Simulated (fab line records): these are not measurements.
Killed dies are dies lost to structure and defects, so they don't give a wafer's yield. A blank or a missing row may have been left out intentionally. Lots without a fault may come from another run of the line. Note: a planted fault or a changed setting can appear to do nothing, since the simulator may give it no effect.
Matching of chambers | flow n5 finfet | pecvd-03 running N5_BEOL_M12_DEP_53: 3 sister chambers
The step deposits SiCN from 3MS/NH3, target thk 30 nm, time 10.5 s. 3 wafers are shown with their chamber, then 11 later ones without.

WAFERS WITH THEIR CHAMBER
wafer  | chamber | throttle valve pct (%)
L092.2 | 0       | 17.7
L092.6 | 2       | 16.3
L093.1 | 1       | 18.8

WAFERS WHOSE CHAMBER IS MISSING
wafer  | throttle valve pct (%)
L093.4 | 18.9
L093.6 | 15.9
L097.1 | 15.9
L097.2 | 18.6
L097.3 | 17.9
L095.3 | 17.8
L095.5 | 18.1
L095.6 | 16.3
L096.1 | 18.0
L096.4 | 16.0
L096.6 | 19.0

WHICH CHAMBER EACH ONE RAN IN
wafer  | from the rows above     | in truth
L093.4 | 1                       | 1
L093.6 | 2                       | 2
L097.1 | 2                       | 2
L097.2 | 1                       | 1
L097.3 | 0                       | 0
L095.3 | 0                       | 0
L095.5 | can't be placed: 0 or 1 | 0
L095.6 | 2                       | 2
L096.1 | can't be placed: 0 or 1 | 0
L096.4 | 2                       | 2
L096.6 | 1                       | 1
Correctly placed: 9 of 11. Not placeable from these rows: 2 (in 2, the candidates include the true chamber). Wrongly placed: 0.
How it was worked out, from the rows above alone: a wafer's distance from a chamber is the root of the sum, over the readings, of the square of ((its reading less the chamber's mean) divided by the reading's scatter). If the next closest chamber is less than 2 further off than the closest, the wafer can't be placed; otherwise it belongs to the closest. For every chamber, the mean is computed from those of its wafers that are shown. The scatter: root of mean squared gap, hidden wafer to nearest shown wafer, with one shown wafer a chamber.
